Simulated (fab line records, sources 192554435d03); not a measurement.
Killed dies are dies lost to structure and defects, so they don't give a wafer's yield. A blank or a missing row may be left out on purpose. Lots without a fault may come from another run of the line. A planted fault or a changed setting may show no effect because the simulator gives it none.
Split-lot experiment | flow n5_finfet | 7 lots, 21 wafers read, on a route of 1938 steps

THE SPLIT
At N5_BEOL_M15_COAT_56 (time 60 s, resist thk 550 nm), the setting spin_rpm was moved away from the recipe's 1500 rpm on 8 of the 21 wafers read, by -11.0% to +6.1%. The other wafers ran this setting at the recipe's value.

The reading is taken at the split's own step.

THE READING
SOC_of_BEOL_M15_COAT_56.thk_nm (the simulator's own value, which no gauge read), in nm, at N5_BEOL_M15_COAT_56 (time 60 s, resist thk 550 nm). The file gives no usual value for it. The 13 wafers here that ran the recipe average 549.2 nm, standard deviation 2.2 nm.

wafer  | tool, chamber at the split | spin_rpm as run, rpm | against the recipe | SOC_of_BEOL_M15_COAT_56.thk_nm, nm | against lot-mates on the recipe
L075.1 | litho_track-05, 0          | 1500                 | recipe             | 550.6                              | -
L075.3 | litho_track-05, 0          | 1335                 | -11.0%             | 584                                | +33.4
L075.4 | litho_track-05, 0          | 1335                 | -11.0%             | 583.6                              | +33.0
L079.1 | litho_track-02, 0          | 1500                 | recipe             | 550.4                              | -
L079.3 | litho_track-02, 0          | 1500                 | recipe             | 549.2                              | -
L079.5 | litho_track-02, 0          | 1563                 | +4.2%              | 539.6                              | -10.2
L081.2 | litho_track-05, 0          | 1591                 | +6.1%              | 535                                | -17.6
L081.4 | litho_track-05, 0          | 1500                 | recipe             | 552.6                              | -
L081.6 | litho_track-05, 0          | 1591                 | +6.1%              | 535.8                              | -16.8
L083.1 | litho_track-05, 0          | 1500                 | recipe             | 551.6                              | -
L083.4 | litho_track-05, 0          | 1500                 | recipe             | 551.2                              | -
L083.5 | litho_track-05, 0          | 1500                 | recipe             | 549.6                              | -
L087.1 | litho_track-05, 0          | 1456                 | -2.9%              | 559.2                              | +8.2
L087.2 | litho_track-05, 0          | 1456                 | -2.9%              | 556.6                              | +5.6
L087.3 | litho_track-05, 0          | 1500                 | recipe             | 551                                | -
L085.1 | litho_track-02, 0          | 1500                 | recipe             | 546.6                              | -
L085.2 | litho_track-02, 0          | 1500                 | recipe             | 546.2                              | -
L085.6 | litho_track-02, 0          | 1500                 | recipe             | 546                                | -
L097.1 | litho_track-05, 0          | 1449                 | -3.4%              | 557.8                              | +10.8
L097.3 | litho_track-05, 0          | 1500                 | recipe             | 546.6                              | -
L097.5 | litho_track-05, 0          | 1500                 | recipe             | 547.4                              | -

THE FIT
A straight line over all 21 wafers: SOC_of_BEOL_M15_COAT_56.thk_nm changes by -2.87 nm for each +1% of spin_rpm; r = -0.98; the points scatter about the line by 2.4 nm.
The same after taking each lot's own level away (the mean of its wafers on the recipe; 21 wafers): -2.92 nm for each +1%; r = -1.00; scatter 1 nm.
On that fit, the largest move of spin_rpm shifts the reading by 32 nm.
The lots' own levels span 546.27 to 552.60 nm, that is 2.9 times the standard deviation above.
So the lot-to-lot level changes the slope little: the two slopes agree.
Check: with one of the wafers moved furthest among these (-11.0%) left out of the fit, the line predicts +31.6 nm for it against its lot-mates. It came out at +33.4 nm against them.

OTHER SPLITS ON THESE WAFERS
These wafers also went through other splits before the reading. Each is held against what the fit with the lots' levels taken away leaves over:
other split on the same wafers    | wafers away from the commonest value | r with SOC_of_BEOL_M15_COAT_56.thk_nm (lot level and that fit taken away)
N5_BEOL_M11_COAT_59 spin_rpm      | 4                                    | -0.20
N5_BEOL_M13_COAT_22 spin_rpm      | 6                                    | +0.44
N5_BEOL_M14_PEB_26 peb_temp_c     | 3                                    | -0.07
N5_BEOL_M14_TRENCH_ETCH_34 bias_w | 3                                    | -0.11

THE FILE'S OWN FIT
SOC_of_BEOL_M15_COAT_56.thk_nm changes by -2.91 nm for each +1% of spin_rpm, r = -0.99.
